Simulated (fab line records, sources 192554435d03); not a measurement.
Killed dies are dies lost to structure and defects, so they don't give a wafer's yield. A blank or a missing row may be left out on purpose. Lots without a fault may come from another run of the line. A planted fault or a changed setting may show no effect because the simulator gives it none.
Tool commonality check | flow n5_finfet | 11 lots, 32 wafers sampled

WHY IT WAS OPENED
At N5_SD_EPI_P_EPI_MEAS_23 the reading thk_nm is flagged on 2 of 11 lots. Wafers without a fault read 61.0 nm, standard deviation 1.3.
Rule: a lot is flagged when every wafer of it that has a number lies more than 4 standard deviations from that mean, or none has a number. The other lots count as sound.

lot  | measured    | on            | thk_nm (nm), wafer by wafer | flag
L161 | day 3 08:33 | film_metro-02 | 61.6 62.0 63.8              |
L163 | day 4 06:32 | film_metro-01 | 59.2 61.0 58.9              |
L166 | day 4 17:12 | film_metro-02 | 60.5 62.1 60.6              |
L169 | day 5 10:20 | film_metro-01 | 60.7 63.1 63.2              |
L170 | day 5 15:52 | film_metro-01 | 60.2 60.9 60.7              |
L171 | day 5 19:47 | film_metro-02 | 48.2 46.5 48.4              | FLAGGED
L173 | day 6 12:41 | film_metro-02 | 46.9 49.1 47.6              | FLAGGED
L174 | day 6 16:20 | film_metro-02 | 59.4 59.3 59.4              |
L175 | day 6 21:55 | film_metro-01 | 60.7 62.3 59.4              |
L180 | day 8 09:09 | film_metro-02 | 61.2 61.1 60.5              |
L183 | day 9 04:59 | film_metro-01 | 60.4 60.6                   |
The numbers of the flagged lots are 47.8 nm on average: -13.2 nm against the usual, or -10 standard deviations.

WHICH TOOL RAN EACH LOT
The record holds 1 process step before the reading, out of a route of 1938 steps. In each cell: the tool, then ch and the chambers that the sampled wafers went through, then the start.
lot  | flag    | N5_SD_EPI_P_EPI_21
L161 |         | epi_rpcvd-01 ch 0, day 3 06:22
L163 |         | epi_rpcvd-01 ch 0, day 4 04:20
L166 |         | epi_rpcvd-01 ch 0, day 4 15:01
L169 |         | epi_rpcvd-01 ch 0, day 5 08:08
L170 |         | epi_rpcvd-02 ch 0, day 5 13:40
L171 | FLAGGED | epi_rpcvd-01 ch 0, day 5 17:56
L173 | FLAGGED | epi_rpcvd-01 ch 0, day 6 10:29
L174 |         | epi_rpcvd-04 ch 0, day 6 14:30
L175 |         | epi_rpcvd-02 ch 0, day 6 19:43
L180 |         | epi_rpcvd-04 ch 0, day 8 07:40
L183 |         | epi_rpcvd-02 ch 0, day 9 04:13
What these steps do:
- N5_SD_EPI_P_EPI_21: deposits SiGe:B, time 355 s.
- N5_SD_EPI_P_EPI_MEAS_23

FLAGGED OVER TOTAL, TOOL BY TOOL (the gauges that took the reading come last)
step                    | tool          | lots run | flagged | share of the flagged lots | sound lots run after its first flagged lot
N5_SD_EPI_P_EPI_21      | epi_rpcvd-01  | 6        | 2       | all                       | 0
N5_SD_EPI_P_EPI_21      | epi_rpcvd-02  | 3        | 0       | none                      | -
N5_SD_EPI_P_EPI_21      | epi_rpcvd-04  | 2        | 0       | none                      | -
N5_SD_EPI_P_EPI_MEAS_23 | film_metro-01 | 5        | 0       | none                      | -
N5_SD_EPI_P_EPI_MEAS_23 | film_metro-02 | 6        | 2       | all                       | 2 (L174,L180)

WHAT THE TABLE ALLOWS
2 rows of the table ran every flagged lot: epi_rpcvd-01 at N5_SD_EPI_P_EPI_21, film_metro-02 at N5_SD_EPI_P_EPI_MEAS_23.
- epi_rpcvd-01 at N5_SD_EPI_P_EPI_21: 2 of its 6 lots flagged. Its last sound lot is L169 (day 5 08:08), its first flagged lot L171 (day 5 17:56): a fault that began between those two fits.
- film_metro-02 at N5_SD_EPI_P_EPI_MEAS_23: 2 of its 6 lots flagged. Sound lots ran on it after the first flagged one (L174, L180), which a lasting fault on the whole tool wouldn't allow.
One tool is left: epi_rpcvd-01 at N5_SD_EPI_P_EPI_21.

WHAT THE SIMULATOR HAD PUT IN
Site profile drift: epi_rpcvd-01, from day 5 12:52 on, at N5_SD_EPI_P_EPI_21. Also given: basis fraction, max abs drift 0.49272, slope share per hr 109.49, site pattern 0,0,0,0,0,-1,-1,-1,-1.
Lots struck among those shown: L171, L173. The rule above found the same.
